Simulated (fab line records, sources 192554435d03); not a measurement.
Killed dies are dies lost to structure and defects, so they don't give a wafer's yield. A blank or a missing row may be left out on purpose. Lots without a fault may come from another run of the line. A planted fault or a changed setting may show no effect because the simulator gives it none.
Split-lot experiment | flow n5_finfet | 7 lots, 39 wafers read, on a route of 1938 steps

THE SPLIT
At N5_HKMG_FIN_HK_ALD_01 (deposits HfO2, target thk 1.6 nm, pulse time 3 s, purge time 3 s), the setting ald_cycles was moved away from the recipe's 30 on 18 of the 39 wafers read, by -60.0% to +46.7%. The other wafers ran this setting at the recipe's value.

FROM THE SPLIT TO THE READING: what the file shows between them, 4 steps
- N5_HKMG_FIN_HK_ANNEAL_02: time 30 s
- N5_HKMG_FIN_ALD_74: deposits La2O3, target thk 0.5 nm, pulse time 6 s, co reactant pulse time 1 s
- N5_HKMG_FIN_WET_ETCH_82: etches La2O3 in dHCl, stops on HfO2, target depth 2 nm, rinse time 30 s
- N5_HKMG_FIN_ALD_36: deposits TiN, target thk 1 nm, pulse time 1 s, purge time 3 s

THE READING
HK_THK, in nm, at N5_HKMG_FIN_THK_MEAS_70 (measures by xrf). Fault-free wafers of this fab line usually give 1.582 nm, standard deviation 0.024 nm.

wafer  | tool, chamber at the split | ald_cycles as run | against the recipe | HK_THK, nm | against lot-mates on the recipe
L075.1 | ald_hk-02, 0,0,3           | 12                | -60.0%             | 0.630      | -0.956
L075.2 | ald_hk-02, 1,2,3           | 30                | recipe             | 1.623      | -
L075.3 | ald_hk-02, 1,2,3           | 30                | recipe             | 1.572      | -
L075.4 | ald_hk-02, 1,2,3           | 30                | recipe             | 1.562      | -
L075.5 | ald_hk-02, 0,0,3           | 12                | -60.0%             | 0.624      | -0.962
L075.6 | ald_hk-02, 0,0,3           | 12                | -60.0%             | 0.642      | -0.944
L078.1 | ald_hk-01, 3,0,2           | 30                | recipe             | 1.626      | -
L078.2 | ald_hk-01, 3,0,2           | 30                | recipe             | 1.569      | -
L078.4 | ald_hk-01, 3,0,2           | 30                | recipe             | 1.561      | -
L087.1 | ald_hk-02, 1,0,3           | 30                | recipe             | 1.577      | -
L087.2 | ald_hk-02, 1,0,3           | 30                | recipe             | 1.626      | -
L087.3 | ald_hk-02, 2,3,0           | 35                | +16.7%             | 1.883      | +0.282
L087.4 | ald_hk-02, 2,3,0           | 35                | +16.7%             | 1.878      | +0.277
L087.5 | ald_hk-02, 1,0,3           | 30                | recipe             | 1.600      | -
L087.6 | ald_hk-02, 2,3,0           | 35                | +16.7%             | 1.833      | +0.232
L088.1 | ald_hk-01, 3,0,2           | 30                | recipe             | 1.593      | -
L088.2 | ald_hk-01, 2,1,3           | 44                | +46.7%             | 2.290      | +0.713
L088.3 | ald_hk-01, 3,0,2           | 30                | recipe             | 1.573      | -
L088.4 | ald_hk-01, 2,1,3           | 44                | +46.7%             | 2.308      | +0.731
L088.5 | ald_hk-01, 3,0,2           | 30                | recipe             | 1.565      | -
L088.6 | ald_hk-01, 2,1,3           | 44                | +46.7%             | 2.313      | +0.736
L089.1 | ald_hk-02, 1,2,1           | 30                | recipe             | 1.585      | -
L089.2 | ald_hk-02, 0,3,0           | 24                | -20.0%             | 1.259      | -0.327
L089.3 | ald_hk-02, 1,2,1           | 30                | recipe             | 1.589      | -
L089.4 | ald_hk-02, 0,3,0           | 24                | -20.0%             | 1.251      | -0.335
L089.5 | ald_hk-02, 0,3,0           | 24                | -20.0%             | 1.242      | -0.344
L089.6 | ald_hk-02, 1,2,1           | 30                | recipe             | 1.584      | -
L091.1 | ald_hk-01, 2,3,1           | 30                | recipe             | 1.574      | -
L091.2 | ald_hk-01, 2,3,1           | 30                | recipe             | 1.580      | -
L091.3 | ald_hk-01, 0,1,2           | 39                | +30.0%             | 2.057      | +0.477
L091.4 | ald_hk-01, 0,1,2           | 39                | +30.0%             | 2.028      | +0.448
L091.5 | ald_hk-01, 2,3,1           | 30                | recipe             | 1.587      | -
L091.6 | ald_hk-01, 0,1,2           | 39                | +30.0%             | 2.011      | +0.431
L095.1 | ald_hk-02, 2,0,3           | 30                | recipe             | 1.552      | -
L095.2 | ald_hk-02, 2,0,3           | 30                | recipe             | 1.579      | -
L095.3 | ald_hk-02, 1,2,1           | 23                | -23.3%             | 1.198      | -0.370
L095.4 | ald_hk-02, 2,0,3           | 30                | recipe             | 1.572      | -
L095.5 | ald_hk-02, 1,2,1           | 23                | -23.3%             | 1.170      | -0.398
L095.6 | ald_hk-02, 1,2,1           | 23                | -23.3%             | 1.161      | -0.407
Where a row lists several chambers, the file gives one row for several wafers and doesn't say which wafer went through which chamber.

THE FIT
A straight line over all 39 wafers: HK_THK changes by +0.0158 nm for each +1% of ald_cycles; r = +1.00; the points scatter about the line by 0.023 nm.
The same after taking each lot's own level away (the mean of its wafers on the recipe; 39 wafers): +0.0158 nm for each +1%; r = +1.00; scatter 0.019 nm.
On that fit, the largest move of ald_cycles shifts the reading by 0.95 nm.
The lots' own levels span 1.5677 to 1.6010 nm, that is 1.4 times the standard deviation above.
So the lot-to-lot level changes the slope little: the two slopes agree.
Check: with one of the wafers moved furthest among these (-60.0%) left out of the fit, the line predicts -0.954 nm for it against its lot-mates. It came out at -0.956 nm against them.

OTHER SPLITS ON THESE WAFERS
These wafers also went through other splits before the reading. Each is held against what the fit with the lots' levels taken away leaves over:
other split on the same wafers          | wafers away from the commonest value | r with HK_THK (lot level and that fit taken away)
N5_ZERO_LAYER_DEVELOP_10 develop_time_s | 12                                   | -0.09
N5_SD_EPI_N_ETCH_45 target_depth_a      | 9                                    | +0.02

THE WHOLE CHAIN: every reading that the file lists as answering this split, in the file's order
step                    | what it does                                                     | reading                                                                            | change (the file's fit)                | r (the file's)
N5_HKMG_FIN_HK_ALD_01   | deposits HfO2, target thk 1.6 nm, pulse time 3 s, purge time 3 s | HfO2_of_HKMG_FIN_HK_ALD_01.thk_nm (the simulator's own value, which no gauge read) | +0.0165 nm for each +1% of the setting | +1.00
N5_HKMG_FIN_THK_MEAS_70 | measures by xrf                                                  | HK_THK                                                                             | +0.0158 for each +1% of the setting    | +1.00

THE FILE'S OWN FIT
HK_THK changes by +0.0158 nm for each +1% of ald_cycles, r = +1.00.
